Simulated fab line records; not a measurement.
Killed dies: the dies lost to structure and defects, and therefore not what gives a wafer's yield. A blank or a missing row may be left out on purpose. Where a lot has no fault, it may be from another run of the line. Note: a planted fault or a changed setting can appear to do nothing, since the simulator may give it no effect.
Struck lot and sound lot, side by side + flow n5_finfet + 37 out of 1938 route steps
Sound: wafers L102.1, L102.2, L102.3. Struck: wafer L114.1 (L114.2, L114.6, from the same lot, were not struck and are left out); the cause is given at the end.
For every step that has rows: the tool of each side, followed by ch and its chambers, followed by its first start. Under that, the readings that differ: sound wafers + struck wafers + difference of the means + sigmas: that difference in standard deviations of wafers without a fault.
alike: readings with means less than 2 such deviations apart, plus words and numbers identical on both sides. not compared: withheld readings, readings lacking a value on some wafer, bounds such as >300 that could conceal the same value, and numbers that have no deviation in the record and whose values overlap.
A row with sigmas, a row that says differs or no value, or rows on one side alone: a step with any of these is where the two part. Numbers that don't overlap but have no deviation are shown without sigmas and don't part them. Lack of a reading on every wafer of one side parts them only where that side has two or more wafers.

first, 9 steps without rows for these wafers: N5_BEOL_M8_COAT_64 (time 60 s, resist thk 12 nm); N5_BEOL_M8_COAT_71 (time 60 s, resist thk 5 nm); N5_BEOL_M8_COAT_22 (resist thk 30 nm); N5_BEOL_M8_EBR_24; N5_BEOL_M8_SOFTBAKE_23 (time 60 s); N5_BEOL_M8_EXPOSE_25 (exposes mask V7, target cd 40 nm); N5_BEOL_M8_PEB_26 (peb time 60 s); N5_BEOL_M8_DEVELOP_27 (develop time 30 s); N5_BEOL_M8_DESCUM_33 (chemistry O2, time 7 s).
N5_BEOL_M8_ETCH_72: etches underlayer in N2/H2, target depth 6.5 nm, time 5.2 s.
  sound on rie_diel-02 ch 0,2,3, day 10 06:46; struck on rie_diel-02 ch 3, day 13 11:29
| reading                | sound             | struck | difference | sigmas |
|------------------------|-------------------|--------|------------|--------|
| etch_rf_on_time_s (s)  | 5.35 5.12 5.40    | 5.04   | -0.25      | -2     |
| oes_product_au (a.u.)  | 0.57 0.62 0.58    | 0.77   | +0.18      | +3     |
| rf_hours_counter_h (h) | 249 200 239       | 24     | -205       |        |
| throttle_valve_pct (%) | 17.93 17.73 18.24 | 17.51  | -0.46      | -3     |
  alike: drypump_motor_current_A, h2_flow_sccm, rf_vpp_V, showerhead_plenum_p_Torr
then, 26 steps without rows for these wafers: N5_BEOL_M8_ETCH_65 (etches SiARC in CF4, target depth 15.6 nm, time 26 s); N5_BEOL_M8_ETCH_66 (etches SOC in N2/H2, target depth 80 nm, overetch 16 nm, time 120 s); N5_BEOL_M8_STRIP_69 (strips in N2/H2); N5_BEOL_M8_STRIP_73 (strips in N2/H2); N5_BEOL_M8_VIA_ETCH_34 (etches SiCOH lowk in C4F6/O2, target depth 125.5 nm, time 50.5 s); N5_BEOL_M8_STRIP_76 (strips in C4F6/O2); N5_BEOL_M8_STRIP_36 (strips in N2/H2); N5_BEOL_M8_TRENCH_ETCH_37 (etches SiCOH lowk in C4F6/O2, target depth 93.478 nm, time 31.2 s); N5_BEOL_M8_ETCH_41 (etches SiCN in CH3F/O2, target depth 31.9 nm, time 57.8 s); N5_BEOL_M8_STRIP_80 (strips in N2/H2, time 10 s); N5_BEOL_M8_HM_STRIP_39 (strips TiN in peroxide tin strip, target depth 25 nm, time 158 s); N5_BEOL_M8_SRD_40 (time 30 s); N5_BEOL_M8_PRECLEAN_42 (cleans in residue remover, time 60 s); N5_BEOL_M8_SRD_43 (time 30 s); N5_BEOL_M8_CURE_75 (cures SiCOH lowk, time 120 s); N5_BEOL_M8_DEGAS_44 (time 60 s); N5_BEOL_M8_PRE_CLEAN_45 (time 30 s); N5_BEOL_M8_ALD_77 (deposits TaN, target thk 2 nm, pulse time 2 s, purge time 3 s); N5_BEOL_M8_SURFACE_TREAT_79; N5_BEOL_M8_CVD_78 (deposits Co from CCTBA/H2, target thk 2 nm, time 142.3 s); N5_BEOL_M8_SPUTTER_48 (material Cu, target thk 10 nm, time 1.667 s); N5_BEOL_M8_ECD_50 (material Cu, target thk 300 nm); N5_BEOL_M8_ANNEAL_51 (time 90 s); N5_BEOL_M8_CMP_52 (polishes, stops on SiCOH lowk, t overpolish 6.9 s, target thk 80 nm); N5_BEOL_M8_PRE_CLEAN_55 (time 15 s); N5_BEOL_M8_DEP_56 (deposits SiCN from 3MS/NH3, target thk 10 nm, time 17.5 s).
-- here the record skips 3 days between the struck wafers' starts before and after, leaving off in module BEOL_M8 and picking up in module PASSIVATION (first step shown: number 1936 of the route) --
N5_PASSIVATION_PROBE_49:
  record: rows for the struck wafers here (prober-02, day 16 00:48), none for the sound ones

WHERE THEY PART
Last at N5_PASSIVATION_PROBE_49 as far as this record goes, first at N5_BEOL_M8_ETCH_72.

WHY: the cause the simulator had injected
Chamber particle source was rie_diel-02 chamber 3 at N5_BEOL_M8_ETCH_72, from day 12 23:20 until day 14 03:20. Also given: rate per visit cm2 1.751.
